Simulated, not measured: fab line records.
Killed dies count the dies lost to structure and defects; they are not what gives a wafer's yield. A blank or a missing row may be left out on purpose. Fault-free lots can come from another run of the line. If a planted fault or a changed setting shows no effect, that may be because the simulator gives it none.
fab line records | flow n5Finfet | part 2 of 2: steps 16 to 22 of 22
record: lots: 5 wafers: 15 lastDay: 15
route steps=1938 shown HKMG_FIN@436
lots untouched by any fault: they come from a run of this same line in which no faults occurred
startH: start of the lot's first displayed wafer, in hours after the record's first day | waitH: hours from the lot's prior step to this one | " unchanged from the row above | L1.1+2: a row that stands for several wafers | - value missing, or start not given | * or withheld: withheld | < > ~ a bound
route shown NAME@n: a module of which the file shows steps, and the number in the route of the first | usual: the fault-free wafers' mean and standard deviation | same: alike in all rows | chamber/n: place in a boat | sites: each site's reading | _std_site: standard deviation of those values | _edge_site: outer sites' mean less inner sites' | radiusMm: for every site, how far away it sits from the centre of the wafer | mask NAME#n: copy n | behind: the tool/chamber that last shaped the wafer | hold: reason for holding the lot/hours on hold/outcome of the hold | device: transistor that didn't switch, given as n, p or np | end of line: tests of these same wafers at the route's end | where a step has no rows: the recipe by itself | killed: dies that structure and defects cost at the first sort, which is not the same as the wafer's yield | map: a wafer's dies, x killed, . not, _ none there
set.NAME: the setting the step ran with; set.NAME@STEP: the setting that earlier step ran with | model.NAME: the simulator's own value behind a step, which no gauge read
lots seen at some steps along the route; tables by step, rows by wafer
services: when a tool's chamber went out of use (startH, in hours from the record's first day, below 0 if earlier), for how many hours, and the reason
== steps ==
step: N5_HKMG_FIN_ETCH_67
recipe: chemistry: N2/H2 target: SOC targetDepthA: 3889 stopOn: TiN ionEnergyEv: 100 biasW: 61 pressureMtorr: 30 sourceW: 850 n2FlowSccm: 200 h2FlowSccm: 200
usual: drypumpMotorCurrentA: 6.0/0.43 oesProductAu: 0.76/0.076 rfFwdPowerW: 843/3.1 rfVppV: 240.6/1.2 showerheadPlenumPTorr: 2.53/0.069 throttleValvePct: 17.81/0.3
columns lot.wafer tool chamber startH waitH drypumpMotorCurrentA oesProductAu rfFwdPowerW rfHoursCounterH rfVppV showerheadPlenumPTorr throttleValvePct
L075.4 rieDiel-05 1 81.32 - 5.0 0.74 843 162 242.0 2.54 17.66
L075.5 " 3 " " 6.1 0.71 845 - 241.6 2.62 17.52
L075.6 " 0 " " 5.9 0.70 846 - 238.2 2.43 17.76
L080.1 rieDiel-04 1 116.57 - 6.1 0.71 841 203 240.2 2.63 17.58
L080.2 " 0 " " 6.6 0.69 846 196 241.8 2.63 17.58
L080.3 " 2 " " 6.4 0.71 845 188 239.9 2.53 18.08
L082.3 rieDiel-05 1 126.83 - 5.0 0.73 842 177 240.6 2.54 17.67
L082.4 " 2 " " 6.0 0.69 844 227 237.3 2.41 18.09
L082.5 " 3 " " 6.1 0.70 844 - 241.6 2.61 17.56
L086.3 rieDiel-03 1 153.15 - 6.6 0.86 843 48 239.8 2.49 17.49
L086.5 " 1 " " 6.6 0.86 843 - 239.6 2.49 17.49
L086.6 " 0 " " 5.4 0.72 840 - 240.5 2.51 17.79
L087.2 rieDiel-04 1 157.91 - 6.0 0.70 847 220 241.4 2.62 17.61
L087.3 " 2 " " 6.4 0.70 846 204 240.8 2.53 18.12
L087.4 " 3 " " 6.1 0.79 836 - 239.4 2.45 17.63
step: N5_HKMG_FIN_STRIP_90
recipe: chemistry: N2/H2 material: SOC timeS: 20 powerW: 500 tempC: 40 pressureMtorr: 50 rfFrequencyHz: 6e+07 biasPowerW: 8 h2Frac: 0.5 n2FlowSccm: 300 h2FlowSccm: 300
usual: drypumpMotorCurrentA: 6.0/0.43 oesProductAu: 0.77/0.082 rfFwdPowerW: 496.5/1.5 rfVppV: 54.1/0.94 showerheadPlenumPTorr: 3.35/0.088 throttleValvePct: 19.1/0.38
columns lot.wafer tool chamber startH waitH drypumpMotorCurrentA oesProductAu rfFwdPowerW rfHoursCounterH rfVppV showerheadPlenumPTorr throttleValvePct
L075.4 rieDiel-05 1 81.38 0.0 5.0 0.74 494.9 162 52.8 3.36 19.0
L075.5 " 3 " " 6.2 0.72 497.6 - 52.6 3.45 18.6
L075.6 " 0 " " 5.9 0.70 497.8 - 52.9 3.21 18.9
L080.1 rieDiel-04 1 116.63 0.0 6.1 0.73 496.6 203 54.0 3.47 18.7
L080.2 " 0 " " 6.6 0.70 496.1 196 54.4 3.47 18.8
L080.3 " 2 " " 6.4 0.73 497.8 188 52.4 3.35 19.2
L082.3 rieDiel-05 1 126.89 0.0 5.0 0.72 496.3 177 54.2 3.35 19.1
L082.4 " 2 " " 6.0 0.69 495.4 227 53.3 3.19 19.4
L082.5 " 3 " " 6.2 0.70 496.8 - 55.8 3.44 18.6
L086.3 rieDiel-03 1 153.21 0.0 6.6 0.89 495.9 48 53.3 3.29 18.8
L086.5 " 1 " " 6.6 0.89 493.0 - 54.4 3.29 18.8
L086.6 " 0 " " 5.4 0.73 496.1 - 54.7 3.32 19.1
L087.2 rieDiel-04 1 157.97 0.0 6.1 0.71 495.9 221 53.9 3.46 18.7
L087.3 " 2 " " 6.4 0.72 493.8 205 54.9 3.34 19.2
L087.4 " 3 " " 6.1 0.79 495.3 - 53.0 3.25 18.9
step: N5_HKMG_FIN_WET_ETCH_73
recipe: chemistry: SC1 mix: 1:2:40 tempC: 50 timeS: 42.3 targetDepthNm: 1.3 dry: ipaMarangoni rinseTimeS: 30 rinseTempC: 23
usual: h2o2FlowMLMin: 69.81/0.22
columns lot.wafer tool chamber startH waitH h2o2FlowMLMin
L075.4 wetBench-05 6 81.47 0.1 69.92
L075.5 " 1 " " 70.17
L075.6 " 7 " " 69.63
L080.1 wetBench-03 1 116.73 0.1 70.05
L080.2 " 0 " " 69.87
L080.3 " 5 " " 69.90
L082.3 wetBench-03 3 126.99 0.1 69.70
L082.4 " 7 " " 69.65
L082.5 " 6 " " 69.74
L086.3 wetBench-05 1 153.31 0.1 69.72
L086.5 " 6 " " 69.49
L086.6 " 2 " " 69.88
L087.2 wetBench-04 6 158.07 0.1 69.83
L087.3 " 3 " " 69.72
L087.4 " 5 " " 69.57
step: N5_HKMG_FIN_ETCHBACK_68
recipe: chemistry: Cl2/Ar stopOn: HfO2 targetDepthA: 5 pressureMtorr: 10 icpW: 600 biasW: 60 Cl2_flow_sccm: 40 Ar_flow_sccm: 60
usual: drypumpMotorCurrentA: 5.3/0.45 oesProductAu: 0.75/0.075 rfFwdPowerW: 596.0/2 throttleValvePct: 20.8/0.31
columns lot.wafer tool chamber startH waitH drypumpMotorCurrentA oesProductAu rfFwdPowerW rfHoursCounterH throttleValvePct
L075.4 rieMetal-02 1 81.58 0.1 6.0 0.81 593.9 - 20.6
L075.5 " 0 " " 5.5 0.79 593.9 - 20.9
L075.6 " 1 " " 5.9 0.81 595.0 - 20.6
L080.1 rieMetal-01 0 116.79 0.0 4.9 0.67 598.1 60 20.8
L080.2 " 1 " " 5.0 0.89 593.6 7 20.4
L080.3 " 1 " " 5.0 0.89 593.9 - 20.4
L082.3 rieMetal-02 1 127.09 0.1 6.0 0.79 597.1 - 20.6
L082.4 " 0 " " 5.5 0.78 596.7 - 20.9
L082.5 " 0 " " 5.5 0.78 597.8 - 20.9
L086.3 rieMetal-03 1 153.41 0.1 5.9 0.65 595.5 - 21.4
L086.5 " 1 " " 5.9 0.65 597.0 - 21.4
L086.6 " 0 " " 4.8 0.69 595.6 - 20.8
L087.2 rieMetal-03 0 158.13 0.0 4.8 0.69 596.5 68 20.8
L087.3 " 1 " " 5.9 0.64 593.3 - 21.4
L087.4 " 0 " " 4.8 0.68 596.2 - 20.8
step: N5_HKMG_FIN_STRIP_69
recipe: chemistry: N2/H2 powerW: 2500 tempC: 300 h2Frac: 0.65 timeS: 360 pressureMtorr: withheld n2FlowSccm: 1750 h2FlowSccm: 3250
usual: drypumpMotorCurrentA: 5.7/0.59 heaterPowerW: 445/41
columns lot.wafer tool chamber startH waitH drypumpMotorCurrentA heaterPowerW rfHoursCounterH
L075.4 plasmaAsher-02 0 81.80 0.2 6.7 452 -
L075.5 " 0 " " 6.7 449 -
L075.6 " 1 " " 5.2 431 -
L080.1 plasmaAsher-02 0 116.93 0.1 6.7 462 94
L080.2 " 1 " " 5.2 428 94
L080.3 " 0 " " 6.7 460 -
L082.3 plasmaAsher-01 0 127.31 0.2 5.3 382 -
L082.4 " 1 " " 5.8 502 -
L082.5 " 0 " " 5.3 387 -
L086.3 plasmaAsher-02 0 153.63 0.2 6.7 469 -
L086.5 " 1 " " 5.2 440 -
L086.6 " 0 " " 6.7 462 -
L087.2 plasmaAsher-01 0 158.27 0.1 5.2 386 50
L087.3 " 1 " " 5.7 490 -
L087.4 " 0 " " 5.2 380 -
step: N5_HKMG_FIN_ALD_21
recipe: material: TiN targetThkA: 15 tempC: 400 aldPrecursorFamily: TiCl4 aldCoReactant: NH3 pulseTimeS: 1 purgeTimeS: 3 coReactantPurgeTimeS: 2 coReactantPulseTimeS: 2 aldCycles: 68 pressureTorr: 3
usual: heaterPowerW: 872/75 precursorPulseHeightRel: 1.000/0.019 susceptorTempC: 400.02/0.23
same: purgeTimeS: 3
columns lot.wafer tool chamber startH waitH heaterPowerW precursorPulseHeightRel susceptorTempC
L075.4 aldMetal-03 3 82.06 0.1 870 0.993 400.14
L075.5 " 3 " " 887 0.988 399.68
L075.6 " 0 " " 850 0.997 400.04
L080.1 aldMetal-04 0 117.31 0.3 942 0.978 399.81
L080.2 " 3 " " 823 0.983 400.11
L080.3 " 1 " " 903 0.991 399.56
L082.3 aldMetal-03 1 127.57 0.1 904 1.008 400.44
L082.4 " 1 " " 841 1.006 399.91
L082.5 " 2 " " 859 0.983 400.16
L086.3 aldMetal-03 1 153.91 0.2 903 1.000 400.16
L086.5 " 2 " " 884 0.980 399.74
L086.6 " 1 " " 879 0.989 399.82
L087.2 aldMetal-01 2 158.66 0.3 793 0.999 400.25
L087.3 " 1 " " 1030 0.986 399.82
L087.4 " 0 " " 907 1.022 399.95
step: N5_HKMG_FIN_ALD_72
recipe: material: W targetThkA: 20 tempC: 300 pressureTorr: 7.5 aldPrecursorFamily: WF6 aldCoReactant: B2H6 pulseTimeS: 1 purgeTimeS: 2 coReactantPurgeTimeS: 2 coReactantPulseTimeS: 3 aldCycles: 7
usual: heaterPowerW: 481/19 precursorPulseHeightRel: 0.999/0.018 susceptorTempC: 300.02/0.19
same: purgeTimeS: 2
columns lot.wafer tool chamber startH waitH heaterPowerW precursorPulseHeightRel susceptorTempC
L075.4 cvdW-02 1 82.44 0.2 481 0.981 299.99
L075.5 " 1 " " 474 0.996 300.12
L075.6 " 0 " " 504 0.990 299.88
L080.1 cvdW-01 1 117.68 0.2 471 0.996 299.77
L080.2 " 0 " " 457 1.011 300.30
L080.3 " 0 " " 445 0.986 300.06
L082.3 cvdW-02 1 127.95 0.2 478 0.996 299.90
L082.4 " 0 " " 494 1.005 300.14
L082.5 " 0 " " 494 0.979 300.05
L086.3 cvdW-02 1 154.29 0.2 476 0.988 300.04
L086.5 " 1 " " 474 1.009 300.00
L086.6 " 0 " " 503 1.013 299.87
L087.2 cvdW-02 1 159.02 0.2 474 1.014 299.83
L087.3 " 0 " " 508 1.001 299.74
L087.4 " 1 " " 477 1.025 300.28
== services ==
columns tool chamber startH hours kind
plasmaAsher-01 - 56.11 12.3 repair
rieMetal-03 1 63.98 21.8 repair
cvdW-01 - 73.62 0.7 repair
plasmaAsher-02 - 78.45 1.9 repair
aldMetal-04 - 84.85 1.1 repair
cvdW-02 0 91.73 4.7 repair
rieDiel-03 - 95.44 6.3 repair
rieDiel-04 1 111.29 4.4 repair
aldMetal-03 3 121.37 279.0 repair
rieMetal-02 - 129.41 25.4 repair
rieDiel-04 0 137.60 42.6 repair
aldMetal-04 0 144.49 25.5 repair
cvdW-01 - 145.74 14.6 pm
